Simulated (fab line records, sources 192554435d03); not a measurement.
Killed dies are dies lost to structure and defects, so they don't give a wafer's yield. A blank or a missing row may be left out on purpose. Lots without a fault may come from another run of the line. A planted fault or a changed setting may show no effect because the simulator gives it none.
Chamber matching | flow n5_finfet | N5_BEOL_M11_DEP_56 on pecvd-02: 3 sister chambers
The step deposits SiCN from 3MS/NH3, target thk 30 nm, time 10.5 s. 27 wafers are shown with their chamber, then 12 later ones without.

WAFERS WITH THEIR CHAMBER
wafer  | chamber | throttle_valve_pct (%) | showerhead_plenum_p_Torr (Torr)
L077.1 | 1       | 18.5                   | 4.164
L077.2 | 0       | 17.8                   | 4.166
L077.5 | 2       | 16.2                   | 4.172
L076.2 | 0       | 17.7                   | 4.158
L076.3 | 2       | 16.3                   | 4.154
L076.5 | 0       | 17.9                   | 4.168
L079.3 | 0       | 17.6                   | 4.167
L079.4 | 0       | 17.8                   | 4.161
L079.5 | 1       | 18.4                   | 4.170
L078.1 | 0       | 18.0                   | 4.167
L078.2 | 1       | 18.5                   | 4.166
L078.3 | 2       | 16.8                   | 4.156
L078.4 | 0       | 17.7                   | 4.155
L078.5 | 1       | 18.5                   | 4.162
L078.6 | 2       | 16.5                   | 4.157
L081.2 | 1       | 18.3                   | 4.154
L081.4 | 2       | 16.4                   | 4.169
L081.5 | 1       | 18.5                   | 4.166
L085.1 | 1       | 18.3                   | 4.167
L085.2 | 0       | 17.9                   | 4.165
L085.6 | 0       | 17.9                   | 4.161
L087.3 | 0       | 17.7                   | 4.165
L087.4 | 1       | 18.2                   | 4.162
L087.5 | 2       | 16.5                   | 4.166
L092.1 | 0       | 18.0                   | 4.157
L092.2 | 1       | 18.6                   | 4.169
L092.3 | 0       | 17.8                   | 4.160

SIGNATURES (means of the wafers above)
reading                  | chamber 0 | chamber 1 | chamber 2 | scatter within a chamber
throttle_valve_pct       | 17.817    | 18.422    | 16.450    | 0.148
showerhead_plenum_p_Torr | 4.16250   | 4.16444   | 4.16233   | 0.00535
Rule: a wafer's distance from a chamber is the root of the sum, over the readings, of the square of ((its reading less the chamber's mean) divided by the reading's scatter). The wafer belongs to the nearest chamber; if the next one is less than 2 further off, it can't be placed. The scatter: the root of (the sum of the squares of (reading less its chamber's mean) over the shown wafers, divided by (wafers less chambers)).

WAFERS WITHOUT THEIR CHAMBER
wafer  | throttle_valve_pct (%) | showerhead_plenum_p_Torr (Torr)
L092.4 | 18.3                   | 4.159
L092.5 | 17.9                   | 4.166
L092.6 | 18.4                   | 4.171
L093.1 | 18.4                   | 4.158
L093.2 | 17.6                   | 4.162
L093.3 | 16.6                   | 4.165
L093.4 | 18.1                   | 4.168
L093.5 | 18.0                   | 4.159
L093.6 | 16.6                   | 4.164
L097.2 | 17.4                   | 4.163
L097.4 | 16.8                   | 4.163
L097.5 | 18.1                   | 4.175

WHICH CHAMBER EACH WENT THROUGH
wafer  | from the rows above     | in truth
L092.4 | 1                       | 1
L092.5 | 0                       | 0
L092.6 | 1                       | 1
L093.1 | 1                       | 1
L093.2 | 0                       | 0
L093.3 | 2                       | 2
L093.4 | can't be placed: 0 or 1 | 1
L093.5 | can't be placed: 0 or 1 | 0
L093.6 | 2                       | 2
L097.2 | 0                       | 0
L097.4 | 2                       | 2
L097.5 | can't be placed: 1 or 0 | 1
Placed correctly: 9 of 12. Can't be placed from these rows: 3 (the true chamber is among the candidates in 3). Placed wrongly: 0.
